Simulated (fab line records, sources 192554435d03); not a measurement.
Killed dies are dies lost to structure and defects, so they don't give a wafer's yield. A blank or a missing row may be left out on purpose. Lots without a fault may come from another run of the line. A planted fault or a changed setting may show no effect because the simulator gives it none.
fab line records | flow n5_finfet
record lots=5 wafers=15 last_day=20
route steps=1938 shown FIN_SAQP@145 FIN_CUT@154
lots that met no fault: from a run of the same line without faults
start_h: hours from the record's first day to the start of the lot's first wafer shown | wait_h: hours since the lot's step before | " the same as in the row above | L1.1+2: a row that stands for several wafers | - no value, or no start given | * or withheld: withheld | < > ~ a bound
route shown NAME@n: a module of which the file shows steps, and the number in the route of the first | usual: mean/standard deviation of fault-free wafers | same: alike in all rows | chamber/n: place in a boat | sites: the reading at each site | _std_site: their standard deviation | _edge_site: outer sites' mean less inner sites' | radius_mm: how far each site lies from the wafer's centre | mask NAME#n: copy n | behind: the tool/chamber that last shaped the wafer | hold: why the lot was held/for how many hours/how that ended | device: the transistor (n, p or np) that didn't switch | end of line: the same wafers' tests at the end of the route | a step without rows: its recipe alone | killed: dies lost to structure and defects at the first sort, not the wafer's yield | map: a wafer's dies, x killed, . not, _ none there
set.NAME: the setting as run; set.NAME@STEP: as run at that earlier step | model.NAME: the simulator's own value behind a step, which no gauge read
lots at some steps of the route; a table a step, a row a wafer
services: from which hour (start_h, from the record's first day; less than 0 if before it) a tool's chamber was out of use, for how many hours, and why
## steps
# step N5_FIN_SAQP_HM_CD_35
# recipe target_cd_nm=8 polarity=line
# usual cd_nm=8.18/0.25
# columns lot.wafer tool chamber start_h wait_h cd_nm
L075.2 cd_sem-03 - 31.90 0.1 8.23
L075.3 " - " " 8.20
L075.6 " - " " 8.32
L085.1 cd_sem-02 - 98.42 0.1 8.03
L085.4 " - " " 8.48
L085.5 " - " " 8.27
L086.1 cd_sem-01 - 103.84 0.1 8.25
L086.2 " - " " 8.21
L086.4 " - " " 7.97
L089.3 cd_sem-03 - 117.43 0.1 8.19
L089.4 " - " " 8.13
L089.6 " - " " 8.03
L093.2 cd_sem-02 - 139.66 0.1 8.18
L093.4 " - " " 8.24
L093.5 " - " " 8.35
# step N5_FIN_SAQP_ETCH_64
# recipe chemistry=CF4 target=SiO2 target_depth_a=15 ion_energy_ev=350 pressure_mtorr=10 icp_w=800 bias_w=400 cf4_flow_sccm=80
# usual cf4_flow_sccm=80.00/0.26 chamber_pressure_mTorr=9.999/0.0091 drypump_motor_current_A=5.9/0.46 he_backside_leak_sccm=2.6/0.32 oes_product_au=1.00/0.035 throttle_valve_pct=21.76/0.16
# columns lot.wafer tool chamber start_h wait_h cf4_flow_sccm chamber_pressure_mTorr drypump_motor_current_A he_backside_leak_sccm oes_product_au rf_hours_counter_h throttle_valve_pct
L075.2 rie_si-03 2 31.95 0.0 80.06 9.999 5.8 2.9 0.93 68 21.59
L075.3 " 3 " " 80.92 10.000 5.3 2.5 0.99 121 21.82
L075.6 " 1 " " 80.30 9.997 5.5 2.4 1.02 - 21.94
L085.1 rie_si-02 2 98.47 0.0 80.25 10.007 5.8 2.4 0.99 2 21.60
L085.4 " 1 " " 80.19 9.998 6.0 2.4 0.98 67 21.89
L085.5 " 2 " " 80.08 10.001 5.8 2.5 0.99 - 21.59
L086.1 rie_si-01 0 103.89 0.0 80.30 9.982 5.9 3.0 0.97 149 21.63
L086.2 " 1 " " 79.82 9.991 6.0 2.8 1.05 71 21.80
L086.4 " 3 " " 80.07 9.986 6.2 2.6 0.97 78 22.30
L089.3 rie_si-03 2 117.47 0.0 80.17 10.009 5.8 3.0 0.93 69 21.59
L089.4 " 1 " " 79.82 9.995 5.5 2.7 1.02 3 21.95
L089.6 " 1 " " 79.83 9.974 5.5 2.6 1.02 - 21.92
L093.2 rie_si-03 3 139.71 0.0 80.12 9.989 5.3 2.5 1.00 123 21.82
L093.4 " 1 " " 80.24 9.998 5.5 2.5 1.02 4 21.93
L093.5 " 0 " " 79.68 9.991 6.8 2.2 1.01 - 21.70
# step N5_FIN_SAQP_FIN_ETCH_36
# recipe chemistry=HBr/Cl2/O2 target_depth_a=1200 mask_material=SiNx time_s=50.4 bias_w=102 pressure_mtorr=10 icp_w=800 HBr_flow_sccm=150 Cl2_flow_sccm=80 O2_flow_sccm=12
# usual HBr_flow_sccm=150.0/0.39 chamber_pressure_mTorr=9.999/0.0088 drypump_motor_current_A=5.9/0.46 he_backside_leak_sccm=2.6/0.37 oes_product_au=0.996/0.027 throttle_valve_pct=35.99/0.26
# columns lot.wafer tool chamber start_h wait_h HBr_flow_sccm chamber_pressure_mTorr drypump_motor_current_A he_backside_leak_sccm oes_product_au rf_hours_counter_h throttle_valve_pct
L075.2 rie_si-03 2 31.97 0.0 149.8 10.018 5.8 3.1 0.936 68 35.90
L075.3 " 3 " " 150.2 10.012 5.3 2.5 0.994 121 35.95
L075.6 " 1 " " 150.8 10.005 5.5 2.3 1.018 - 36.03
L085.1 rie_si-02 2 98.49 0.0 150.7 9.997 5.8 2.6 1.001 2 35.87
L085.4 " 1 " " 149.7 10.001 6.0 2.4 0.992 67 36.02
L085.5 " 2 " " 150.4 10.008 5.8 2.6 0.986 - 35.88
L086.1 rie_si-01 0 103.91 0.0 149.4 9.999 5.9 2.9 0.988 149 35.31
L086.2 " 1 " " 150.3 9.984 5.9 2.8 1.052 71 35.94
L086.4 " 3 " " 149.1 10.015 6.2 2.8 0.982 78 36.81
L089.3 rie_si-03 2 117.49 0.0 150.2 10.008 5.8 3.2 0.943 69 35.88
L089.4 " 1 " " 149.3 9.997 5.5 2.4 1.023 3 36.04
L089.6 " 1 " " 149.1 10.015 5.5 2.4 1.020 - 36.07
L093.2 rie_si-03 3 139.73 0.0 150.4 9.989 5.3 2.6 0.993 123 35.97
L093.4 " 1 " " 149.9 9.998 5.4 2.4 1.010 4 36.06
L093.5 " 0 " " 150.4 10.004 6.8 2.2 1.005 - 35.79
# step N5_FIN_SAQP_CD_MEAS_37
# recipe target_cd_nm=8 polarity=line
# usual cd_nm=8.19/0.3
# columns lot.wafer tool chamber start_h wait_h cd_nm
L075.2 cd_sem-01 - 32.09 0.1 8.46
L075.3 " - " " 8.44
L075.6 " - " " 8.55
L085.1 cd_sem-03 - 98.61 0.1 8.52
L085.4 " - " " 8.50
L085.5 " - " " 7.91
L086.1 cd_sem-02 - 104.03 0.1 8.51
L086.2 " - " " 8.47
L086.4 " - " " 7.91
L089.3 cd_sem-03 - 117.62 0.1 8.49
L089.4 " - " " 7.95
L089.6 " - " " 7.89
L093.2 cd_sem-02 - 139.85 0.1 7.84
L093.4 " - " " 7.83
L093.5 " - " " 7.89
# step N5_FIN_SAQP_PRECLEAN_38
# recipe chemistry=O3/DIW time_s=45 temp_c=22 o3_ppm=10
# usual temp_c=21.99/0.11
# columns lot.wafer tool chamber start_h wait_h temp_c
L075.2 wet_bench-04 6 32.13 0.0 21.95
L075.3 " 5 " " 22.03
L075.6 " 1 " " 21.90
L085.1 wet_bench-01 3 98.65 0.0 22.04
L085.4 " 1 " " 21.77
L085.5 " 2 " " 21.84
L086.1 wet_bench-06 1 104.07 0.0 22.06
L086.2 " 4 " " 22.13
L086.4 " 2 " " 21.85
L089.3 wet_bench-01 3 117.66 0.0 22.02
L089.4 " 6 " " 21.83
L089.6 " 4 " " 22.00
L093.2 wet_bench-01 4 139.89 0.0 21.91
L093.4 " 1 " " 22.01
L093.5 " 3 " " 21.88
# step N5_FIN_SAQP_PRECLEAN_45
# recipe chemistry=dHF time_s=10 dilution=500:1 temp_c=25
# usual temp_c=24.99/0.11
# columns lot.wafer tool chamber start_h wait_h temp_c
L075.2 wet_bench-04 6 32.15 0.0 24.92
L075.3 " 5 " " 24.86
L075.6 " 1 " " 24.88
L085.1 wet_bench-01 3 98.66 0.0 25.06
L085.4 " 1 " " 24.98
L085.5 " 2 " " 25.01
L086.1 wet_bench-06 1 104.08 0.0 25.11
L086.2 " 4 " " 25.03
L086.4 " 2 " " 24.95
L089.3 wet_bench-01 3 117.67 0.0 24.87
L089.4 " 6 " " 24.96
L089.6 " 4 " " 24.82
L093.2 wet_bench-01 4 139.90 0.0 24.88
L093.4 " 1 " " 25.01
L093.5 " 3 " " 25.12
# step N5_FIN_SAQP_SRD_39
# recipe dry=ipa_marangoni time_s=30 temp_c=23 rinse_liquid=diw
# usual temp_c=23.00/0.1
# columns lot.wafer tool chamber start_h wait_h temp_c
L075.2 wet_bench-04 6 32.15 0.0 23.17
L075.3 " 5 " " 22.98
L075.6 " 1 " " 23.01
L085.1 wet_bench-01 3 98.67 0.0 23.15
L085.4 " 1 " " 22.94
L085.5 " 2 " " 23.03
L086.1 wet_bench-06 1 104.09 0.0 23.07
L086.2 " 4 " " 22.91
L086.4 " 2 " " 23.00
L089.3 wet_bench-01 3 117.67 0.0 23.19
L089.4 " 6 " " 23.02
L089.6 " 4 " " 22.88
L093.2 wet_bench-01 4 139.91 0.0 23.25
L093.4 " 1 " " 23.01
L093.5 " 3 " " 22.92
# step N5_FIN_SAQP_OCD_MEAS_76
# usual trench_depth_nm=119/3.1
# columns lot.wafer tool chamber start_h wait_h trench_depth_nm
L075.2 ocd-02 - 32.19 0.0 112
L075.3 " - " " 118
L075.6 " - " " 123
L085.1 ocd-01 - 98.71 0.0 120
L085.4 " - " " 121
L085.5 " - " " 120
L086.1 ocd-01 - 104.13 0.0 121
L086.2 " - " " 127
L086.4 " - " " 119
L089.3 ocd-01 - 117.72 0.0 114
L089.4 " - " " 123
L089.6 " - " " 122
L093.2 ocd-02 - 139.95 0.0 117
L093.4 " - " " 121
L093.5 " - " " 119
# step N5_FIN_SAQP_INSPECT_40
# recipe inspect_instrument=brightfield mode=aei
# usual raw_defect_count=236/68
# columns lot.wafer tool chamber start_h wait_h raw_defect_count
L075.2 defect_inspect-01 - 32.22 0.0 229
L075.3 " - " " 232
L075.6 " - " " 216
L085.1 defect_inspect-01 - 98.74 0.0 295
L085.4 " - " " 299
L085.5 " - " " 253
L086.1 defect_inspect-01 - 104.16 0.0 279
L086.2 " - " " 180
L086.4 " - " " 262
L089.3 defect_inspect-01 - 117.75 0.0 273
L089.4 " - " " 325
L089.6 " - " " 195
L093.2 defect_inspect-02 - 139.98 0.0 247
L093.4 " - " " 279
L093.5 " - " " 222
# step N5_FIN_CUT_COAT_18
# recipe resist=SOC temp_c=250 time_s=60 spin_rpm=1500 resist_thk_nm=230
# columns lot.wafer tool chamber start_h wait_h
L075.2+3+6 litho_track-04 0 32.25 0.0
L085.1+4+5 litho_track-04 0 98.77 0.0
L086.1+2+4 litho_track-05 0 104.19 0.0
L089.3+4+6 litho_track-04 0 117.78 0.0
L093.2+4+5 litho_track-05 0 140.01 0.0
# step N5_FIN_CUT_COAT_19
# recipe resist=SiARC temp_c=220 time_s=60 spin_rpm=1500 resist_thk_nm=20
# columns lot.wafer tool chamber start_h wait_h
L075.2+3+6 litho_track-04 0 - -
L085.1+4+5 litho_track-04 0 - -
L086.1+2+4 litho_track-05 0 - -
L089.3+4+6 litho_track-04 0 - -
L093.2+4+5 litho_track-05 0 - -
# step N5_FIN_CUT_COAT_29
# recipe resist=underlayer temp_c=205 time_s=60 spin_rpm=1500 resist_thk_nm=10
# columns lot.wafer tool chamber start_h wait_h
L075.2+3+6 litho_track-04 0 - -
L085.1+4+5 litho_track-04 0 - -
L086.1+2+4 litho_track-05 0 - -
L089.3+4+6 litho_track-04 0 - -
L093.2+4+5 litho_track-05 0 - -
# step N5_FIN_CUT_COAT_02
# recipe resist=CAR-EUV spin_rpm=1500 resist_thk_nm=30
# columns lot.wafer tool chamber start_h wait_h
L075.2+3+6 litho_track-04 0 - -
L085.1+4+5 litho_track-04 0 - -
L086.1+2+4 litho_track-05 0 - -
L089.3+4+6 litho_track-04 0 - -
L093.2+4+5 litho_track-05 0 - -
# step N5_FIN_CUT_EBR_04
# recipe solvent=PGMEA ebr_width_mm=1.5
# columns lot.wafer tool chamber start_h wait_h
L075.2+3+6 litho_track-04 0 - -
L085.1+4+5 litho_track-04 0 - -
L086.1+2+4 litho_track-05 0 - -
L089.3+4+6 litho_track-04 0 - -
L093.2+4+5 litho_track-05 0 - -
# step N5_FIN_CUT_SOFTBAKE_03
# recipe temp_c=110 time_s=60 resist=CAR-EUV
# columns lot.wafer tool chamber start_h wait_h
L075.2+3+6 litho_track-04 0 - -
L085.1+4+5 litho_track-04 0 - -
L086.1+2+4 litho_track-05 0 - -
L089.3+4+6 litho_track-04 0 - -
L093.2+4+5 litho_track-05 0 - -
# step N5_FIN_CUT_EXPOSE_05
# recipe mask_id=FIN_CUT na=0.33 source_shape=annular sigma_inner=0.35 sigma_outer=0.8 polarization=unpolarized dose_mj=45.75
# usual focus_offset_nm=0.1/0.57
# columns lot.wafer tool chamber start_h wait_h mask focus_offset_nm
L075.2 euv_scanner-01 0 32.39 - FIN_CUT#0 0.1
L075.3 " 0 " " FIN_CUT#0 -0.3
L075.6 " 0 " " FIN_CUT#0 -1.1
L085.1 euv_scanner-01 0 98.91 - FIN_CUT#0 0.0
L085.4 " 0 " " FIN_CUT#0 0.9
L085.5 " 0 " " FIN_CUT#0 -0.2
L086.1 euv_scanner-02 0 104.45 - FIN_CUT#0 -0.2
L086.2 " 0 " " FIN_CUT#0 0.5
L086.4 " 0 " " FIN_CUT#0 0.7
L089.3 euv_scanner-02 0 118.05 - FIN_CUT#0 0.6
L089.4 " 0 " " FIN_CUT#0 -0.1
L089.6 " 0 " " FIN_CUT#0 0.7
L093.2 euv_scanner-02 0 140.33 - FIN_CUT#0 0.2
L093.4 " 0 " " FIN_CUT#0 -0.1
L093.5 " 0 " " FIN_CUT#0 1.0
# step N5_FIN_CUT_PEB_06
# recipe peb_temp_c=100 peb_time_s=60 resist=CAR-EUV
# columns lot.wafer tool chamber start_h wait_h
L075.2+3+6 litho_track-04 0 32.46 0.1
L085.1+4+5 litho_track-05 0 98.97 0.1
L086.1+2+4 litho_track-05 0 104.52 0.1
L089.3+4+6 litho_track-04 0 118.11 0.0
L093.2+4+5 litho_track-04 0 140.39 0.1
# step N5_FIN_CUT_DEVELOP_07
# recipe develop_time_s=30 developer=TMAH resist=CAR-EUV rinse_liquid=surfactant_rinse dry=air_spin dev_temp_c=23
# columns lot.wafer tool chamber start_h wait_h
L075.2+3+6 litho_track-04 0 - -
L085.1+4+5 litho_track-05 0 - -
L086.1+2+4 litho_track-05 0 - -
L089.3+4+6 litho_track-04 0 - -
L093.2+4+5 litho_track-04 0 - -
# step N5_FIN_CUT_CD_MEAS_08
# recipe target_cd_nm=29.1 landing_energy_ev=500 detector=se_inlens polarity=opening
# usual cd_nm=29.02/0.22
# columns lot.wafer tool chamber start_h wait_h cd_nm
L075.2 cd_sem-01 0 32.52 - 29.13
L075.3 " 0 " " 29.48
L075.6 " 0 " " 29.16
L085.1 cd_sem-01 0 99.04 - 28.79
L085.4 " 0 " " 29.20
L085.5 " 0 " " 28.95
L086.1 cd_sem-01 0 104.59 - 29.46
L086.2 " 0 " " 29.44
L086.4 " 0 " " 29.14
L089.3 cd_sem-01 0 118.18 - 29.31
L089.4 " 0 " " 29.25
L089.6 " 0 " " 29.03
L093.2 cd_sem-03 0 140.46 - 29.18
L093.4 " 0 " " 28.89
L093.5 " 0 " " 29.49
# step N5_FIN_CUT_OVL_MEAS_09
# recipe points_per_wafer=522
# usual FIN_CUT_OVL=0.7/0.69
# same points_per_wafer=522
# columns lot.wafer tool chamber start_h wait_h FIN_CUT_OVL[nm]
L075.2 overlay-01 0 32.56 0.0 0.7
L075.3 " 0 " " 1.0
L075.6 " 0 " " -0.2
L085.1 overlay-02 0 99.07 0.0 1.6
L085.4 " 0 " " 1.7
L085.5 " 0 " " 2.4
L086.1 overlay-02 0 104.62 0.0 1.2
L086.2 " 0 " " 1.5
L086.4 " 0 " " 0.7
L089.3 overlay-02 0 118.21 0.0 1.8
L089.4 " 0 " " 0.2
L089.6 " 0 " " 0.7
L093.2 overlay-01 0 140.49 0.0 0.4
L093.4 " 0 " " 0.9
L093.5 " 0 " " 0.0
# step N5_FIN_CUT_INSPECT_10
# recipe mode=adi inspect_instrument=brightfield
# usual raw_defect_count=42/12
# columns lot.wafer tool chamber start_h wait_h raw_defect_count
L075.2 defect_inspect-01 - 32.61 0.0 32
L075.3 " - " " 38
L075.6 " - " " 51
L085.1 defect_inspect-02 - 99.13 0.1 43
L085.4 " - " " 36
L085.5 " - " " 44
L086.1 defect_inspect-02 - 104.67 0.1 53
L086.2 " - " " 29
L086.4 " - " " 37
L089.3 defect_inspect-01 - 118.26 0.0 44
L089.4 " - " " 48
L089.6 " - " " 32
L093.2 defect_inspect-01 - 140.56 0.1 50
L093.4 " - " " 46
L093.5 " - " " 47
# step N5_FIN_CUT_DESCUM_13
# recipe chemistry=O2 time_s=7 source_power_w=50 bias_power_w=20 pressure_mtorr=20 rf_frequency_hz=2.712e+07 temp_c=40 resist=CAR-EUV o2_flow_sccm=225
# usual bias_power_w=20.00/0.056 chamber_pressure_mTorr=20.000/0.025 drypump_motor_current_A=5.7/0.37 oes_product_au=0.75/0.064 rf_vpp_V=242.8/1.4 showerhead_plenum_p_Torr=2.07/0.08 temp_c=40.01/0.12 throttle_valve_pct=20.4/0.34
# columns lot.wafer tool chamber start_h wait_h bias_power_w chamber_pressure_mTorr drypump_motor_current_A oes_product_au rf_hours_counter_h rf_vpp_V showerhead_plenum_p_Torr temp_c throttle_valve_pct
L075.2 rie_diel-03 1 32.64 0.0 20.02 19.996 5.9 0.74 178 244.3 2.16 39.93 20.3
L075.3 " 0 " " 20.08 20.014 5.2 0.70 208 242.2 2.06 40.06 20.7
L075.6 " 3 " " 19.98 19.996 6.4 0.79 - 242.8 2.12 40.00 20.3
L085.1 rie_diel-06 1 99.16 0.0 20.00 20.009 5.6 0.80 107 241.3 2.03 39.88 20.9
L085.4 " 0 " " 19.97 19.993 5.8 0.69 238 242.6 2.08 39.95 20.5
L085.5 " 1 " " 20.00 19.988 5.6 0.80 - 242.8 2.03 39.91 20.9
L086.1 rie_diel-03 0 104.71 0.0 20.00 20.015 5.2 0.69 221 242.0 2.05 40.13 20.7
L086.2 " 3 " " 20.10 19.997 6.4 0.76 106 243.8 2.12 39.83 20.3
L086.4 " 2 " " 20.04 19.971 6.0 0.72 167 241.5 2.00 40.07 20.1
L089.3 rie_diel-06 0 118.30 0.0 19.98 20.003 5.7 0.69 241 243.6 2.08 39.81 20.5
L089.4 " 2 " " 20.05 19.998 5.8 0.73 145 246.0 2.16 40.09 19.8
L089.6 " 0 " " 20.07 19.983 5.7 0.69 - 242.9 2.08 39.79 20.5
L093.2 rie_diel-03 1 140.59 0.0 20.11 20.038 6.0 0.74 199 245.2 2.16 39.91 20.3
L093.4 " 0 " " 20.02 20.019 5.3 0.68 228 242.4 2.05 39.96 20.7
L093.5 " 0 " " 19.96 20.046 5.3 0.68 - 242.6 2.05 40.03 20.7
# step N5_FIN_CUT_ETCH_30
# recipe chemistry=N2/H2 target=underlayer target_depth_a=130 mask_material=CAR-EUV time_s=10.4 ion_energy_ev=200 pressure_mtorr=30 source_w=840 bias_w=150 n2_flow_sccm=200 h2_flow_sccm=200 ends=cleared
# usual chamber_pressure_mTorr=30.00/0.033 drypump_motor_current_A=5.7/0.37 etch_rf_on_time_s=10.39/0.27 oes_product_au=0.65/0.057 rf_vpp_V=523.2/2.7 showerhead_plenum_p_Torr=2.52/0.093 throttle_valve_pct=17.8/0.32
# columns lot.wafer tool chamber start_h wait_h chamber_pressure_mTorr drypump_motor_current_A etch_rf_on_time_s oes_product_au rf_hours_counter_h rf_vpp_V showerhead_plenum_p_Torr throttle_valve_pct
L075.2 rie_diel-03 1 32.68 0.0 30.04 5.9 9.97 0.65 178 526.8 2.64 17.8
L075.3 " 0 " " 29.98 5.2 10.21 0.60 208 523.9 2.51 18.1
L075.6 " 3 " " 30.03 6.5 10.64 0.68 - 525.1 2.56 17.6
L085.1 rie_diel-06 1 99.20 0.0 30.01 5.6 10.55 0.68 107 520.5 2.43 18.0
L085.4 " 0 " " 30.01 5.7 10.83 0.59 238 521.4 2.50 17.7
L085.5 " 1 " " 30.01 5.6 10.53 0.68 - 520.9 2.43 18.0
L086.1 rie_diel-03 0 104.74 0.0 29.90 5.2 10.29 0.59 221 522.3 2.50 18.1
L086.2 " 3 " " 30.01 6.5 10.76 0.65 106 523.2 2.55 17.6
L086.4 " 2 " " 30.02 6.0 10.12 0.64 167 520.4 2.43 17.6
L089.3 rie_diel-06 0 118.33 0.0 30.01 5.7 10.61 0.59 241 523.7 2.49 17.7
L089.4 " 2 " " 30.00 5.8 10.51 0.64 145 527.3 2.65 17.4
L089.6 " 0 " " 29.99 5.7 10.66 0.60 - 523.3 2.49 17.7
L093.2 rie_diel-03 1 140.62 0.0 29.97 5.9 9.93 0.64 199 526.2 2.63 17.8
L093.4 " 0 " " 30.07 5.3 10.43 0.58 228 524.1 2.50 18.1
L093.5 " 0 " " 30.01 5.2 10.47 0.58 - 521.9 2.50 18.1
# step N5_FIN_CUT_ETCH_20
# recipe chemistry=CF4 target=SiARC target_depth_a=260 mask_material=CAR-EUV time_s=43.3 ion_energy_ev=80 pressure_mtorr=40 source_w=545 bias_w=36 Ar_flow_sccm=100 cf4_flow_sccm=100 ends=cleared
# usual cf4_flow_sccm=100.0/0.31 chamber_pressure_mTorr=40.00/0.034 drypump_motor_current_A=5.7/0.37 etch_rf_on_time_s=43.2/1.2 mfc_ar_sccm=100.00/0.29 oes_product_au=0.65/0.056 rf_vpp_V=183.7/1.3 showerhead_plenum_p_Torr=2.14/0.073 throttle_valve_pct=15.7/0.33
# columns lot.wafer tool chamber start_h wait_h cf4_flow_sccm chamber_pressure_mTorr drypump_motor_current_A etch_rf_on_time_s mfc_ar_sccm oes_product_au rf_hours_counter_h rf_vpp_V showerhead_plenum_p_Torr throttle_valve_pct
L075.2 rie_diel-03 1 32.70 0.0 100.5 40.01 5.9 41.8 100.12 0.65 178 183.8 2.21 15.5
L075.3 " 0 " " 99.9 39.97 5.2 41.7 99.76 0.61 208 183.1 2.13 16.0
L075.6 " 3 " " 100.6 40.06 6.5 44.8 100.17 0.67 - 183.0 2.19 15.6
L085.1 rie_diel-06 1 99.22 0.0 99.8 40.00 5.6 44.1 99.91 0.69 107 182.5 2.09 16.0
L085.4 " 0 " " 99.6 39.99 5.7 44.9 99.83 0.59 238 185.9 2.13 15.7
L085.5 " 1 " " 100.1 39.97 5.6 44.7 99.79 0.68 - 184.7 2.09 16.0
L086.1 rie_diel-03 0 104.76 0.0 99.8 39.98 5.2 41.7 100.01 0.60 221 181.9 2.12 16.0
L086.2 " 3 " " 100.4 40.00 6.5 44.7 100.27 0.65 106 185.8 2.18 15.6
L086.4 " 2 " " 99.5 40.03 5.9 42.2 99.99 0.63 167 183.1 2.04 15.3
L089.3 rie_diel-06 0 118.35 0.0 100.2 40.00 5.7 44.9 100.02 0.58 241 184.8 2.13 15.7
L089.4 " 2 " " 100.1 40.03 5.8 44.4 99.78 0.63 145 184.1 2.23 15.2
L089.6 " 0 " " 100.4 39.97 5.7 44.9 100.12 0.59 - 183.2 2.13 15.7
L093.2 rie_diel-03 1 140.64 0.0 99.7 39.98 5.9 41.6 100.11 0.64 199 184.2 2.20 15.5
L093.4 " 0 " " 100.3 40.10 5.2 42.7 99.33 0.59 228 183.5 2.12 16.0
L093.5 " 0 " " 100.0 39.94 5.2 42.8 99.73 0.59 - 183.1 2.12 16.0
# step N5_FIN_CUT_ETCH_21
# recipe chemistry=N2/H2 target=SOC target_depth_a=2190 overetch_a=438 mask_material=SiARC temp_c=40 ion_energy_ev=100 bias_w=61 time_s=523.5 pressure_mtorr=30 source_w=850 n2_flow_sccm=200 h2_flow_sccm=200
# usual chamber_pressure_mTorr=30.001/0.03 drypump_motor_current_A=5.7/0.37 oes_product_au=0.70/0.058 rf_vpp_V=240.5/1.5 showerhead_plenum_p_Torr=2.52/0.093 temp_c=40.00/0.11 throttle_valve_pct=17.8/0.32
# columns lot.wafer tool chamber start_h wait_h chamber_pressure_mTorr drypump_motor_current_A oes_product_au rf_hours_counter_h rf_vpp_V showerhead_plenum_p_Torr temp_c throttle_valve_pct
L075.2 rie_diel-03 1 32.74 0.0 30.062 5.9 0.70 179 241.7 2.64 40.12 17.7
L075.3 " 0 " " 30.025 5.2 0.64 208 240.5 2.51 39.96 18.0
L075.6 " 3 " " 29.999 6.5 0.74 - 240.8 2.56 39.89 17.5
L085.1 rie_diel-06 1 99.26 0.0 30.017 5.7 0.73 108 241.1 2.43 39.96 18.0
L085.4 " 0 " " 29.991 5.7 0.65 238 238.5 2.50 39.80 17.7
L085.5 " 1 " " 29.969 5.7 0.74 - 240.2 2.43 40.19 18.0
L086.1 rie_diel-03 0 104.80 0.0 30.026 5.2 0.64 221 239.2 2.50 40.00 18.0
L086.2 " 3 " " 30.005 6.5 0.72 107 240.4 2.55 40.13 17.6
L086.4 " 2 " " 30.023 6.0 0.67 167 240.1 2.43 40.20 17.5
L089.3 rie_diel-06 0 118.39 0.0 30.012 5.7 0.64 241 241.0 2.50 39.98 17.7
L089.4 " 2 " " 30.076 5.8 0.69 145 240.8 2.65 39.93 17.4
L089.6 " 0 " " 29.965 5.8 0.65 - 238.9 2.49 40.02 17.7
L093.2 rie_diel-03 1 140.68 0.0 30.037 5.9 0.67 199 242.3 2.63 40.00 17.8
L093.4 " 0 " " 29.996 5.2 0.63 229 240.7 2.50 40.06 18.1
L093.5 " 0 " " 29.976 5.2 0.63 - 239.8 2.50 40.16 18.0
# step N5_FIN_CUT_STRIP_23
# recipe chemistry=N2/H2 temp_c=40 n2_flow_sccm=200 h2_flow_sccm=200 rf_frequency_hz=6e+07
# columns lot.wafer tool chamber start_h wait_h
L075.2+3+6 rie_diel-03 1,0,3 33.04 0.2
L085.1+4+5 rie_diel-06 1,0,1 99.56 0.2
L086.1+2+4 rie_diel-03 0,3,2 105.11 0.2
L089.3+4+6 rie_diel-06 0,2,0 118.69 0.2
L093.2+4+5 rie_diel-03 1,0,0 140.99 0.2
# step N5_FIN_CUT_STRIP_31
# recipe chemistry=N2/H2 temp_c=40 n2_flow_sccm=200 h2_flow_sccm=200 rf_frequency_hz=6e+07
# columns lot.wafer tool chamber start_h wait_h
L075.2+3+6 rie_diel-03 1,0,3 33.05 0.0
L085.1+4+5 rie_diel-06 1,0,1 99.57 0.0
L086.1+2+4 rie_diel-03 0,3,2 105.12 0.0
L089.3+4+6 rie_diel-06 0,2,0 118.70 0.0
L093.2+4+5 rie_diel-03 1,0,0 141.00 0.0
# step N5_FIN_CUT_STRIP_24
# recipe chemistry=CF4 resist=SiARC power_w=300 bias_power_w=75 pressure_mtorr=50 cf4_flow_sccm=150 rf_frequency_hz=6e+07
# usual bias_power_w=75.03/0.21 cf4_flow_sccm=150.0/0.4 chamber_pressure_mTorr=50.00/0.043 drypump_motor_current_A=5.7/0.37 oes_product_au=0.75/0.062 rf_vpp_V=270.8/1.6 showerhead_plenum_p_Torr=1.79/0.059 throttle_valve_pct=13.7/0.32
# columns lot.wafer tool chamber start_h wait_h bias_power_w cf4_flow_sccm chamber_pressure_mTorr drypump_motor_current_A oes_product_au rf_hours_counter_h rf_vpp_V showerhead_plenum_p_Torr throttle_valve_pct
L075.2 rie_diel-03 1 33.06 0.0 75.11 150.5 50.00 5.9 0.74 179 272.1 1.84 13.5
L075.3 " 0 " " 75.20 149.9 49.97 5.2 0.70 208 271.8 1.79 14.0
L075.6 " 3 " " 74.60 149.8 49.98 6.5 0.80 - 271.3 1.82 13.5
L085.1 rie_diel-06 1 99.58 0.0 75.35 150.0 49.95 5.6 0.80 108 268.0 1.74 13.9
L085.4 " 0 " " 74.87 149.4 49.96 5.7 0.70 239 270.8 1.78 13.7
L085.5 " 1 " " 74.67 150.2 50.07 5.6 0.80 - 270.7 1.74 13.9
L086.1 rie_diel-03 0 105.13 0.0 75.22 150.6 49.99 5.3 0.68 221 271.5 1.79 14.0
L086.2 " 3 " " 75.13 149.6 50.07 6.5 0.78 107 272.4 1.82 13.6
L086.4 " 2 " " 74.68 150.7 50.07 6.0 0.72 167 269.7 1.71 13.3
L089.3 rie_diel-06 0 118.71 0.0 74.81 150.2 49.93 5.7 0.70 242 270.8 1.78 13.7
L089.4 " 2 " " 75.04 149.8 50.00 5.8 0.74 145 272.5 1.86 13.2
L089.6 " 0 " " 74.78 150.1 49.95 5.7 0.70 - 269.7 1.78 13.7
L093.2 rie_diel-03 1 141.01 0.0 75.28 149.7 49.97 5.9 0.72 200 272.1 1.84 13.5
L093.4 " 0 " " 75.03 149.9 49.99 5.2 0.68 229 271.0 1.79 14.0
L093.5 " 0 " " 75.21 150.5 50.03 5.2 0.67 - 270.3 1.79 14.0
## services
# columns tool chamber start_h hours kind
euv_scanner-02 0 8.06 - calibration
rie_si-02 2 9.28 5.8 repair
rie_diel-03 1 9.83 1.7 repair
rie_diel-03 - 28.37 2.8 pm
euv_scanner-02 - 40.52 12.0 pm
rie_diel-06 2 43.11 2.8 repair
euv_scanner-02 - 52.52 1.0 pm
euv_scanner-01 - 53.53 1.0 pm
euv_scanner-02 - 57.12 1.0 repair
rie_si-03 1 72.40 7.9 repair
rie_diel-06 - 82.88 0.7 repair
euv_scanner-02 - 87.34 5.8 pm
euv_scanner-02 - 94.32 5.5 repair
euv_scanner-02 - 101.18 1.0 pm
euv_scanner-01 - 106.50 1.0 pm
euv_scanner-02 - 108.48 4.6 pm
rie_si-02 3 113.66 15.8 repair
wet_bench-06 - 114.37 3.9 repair
euv_scanner-01 0 118.53 - calibration
rie_diel-03 2 118.77 6.3 repair
euv_scanner-01 - 130.50 0.6 repair
rie_si-03 1 133.48 3.0 repair
euv_scanner-01 - 138.17 4.6 pm
## key
fault none
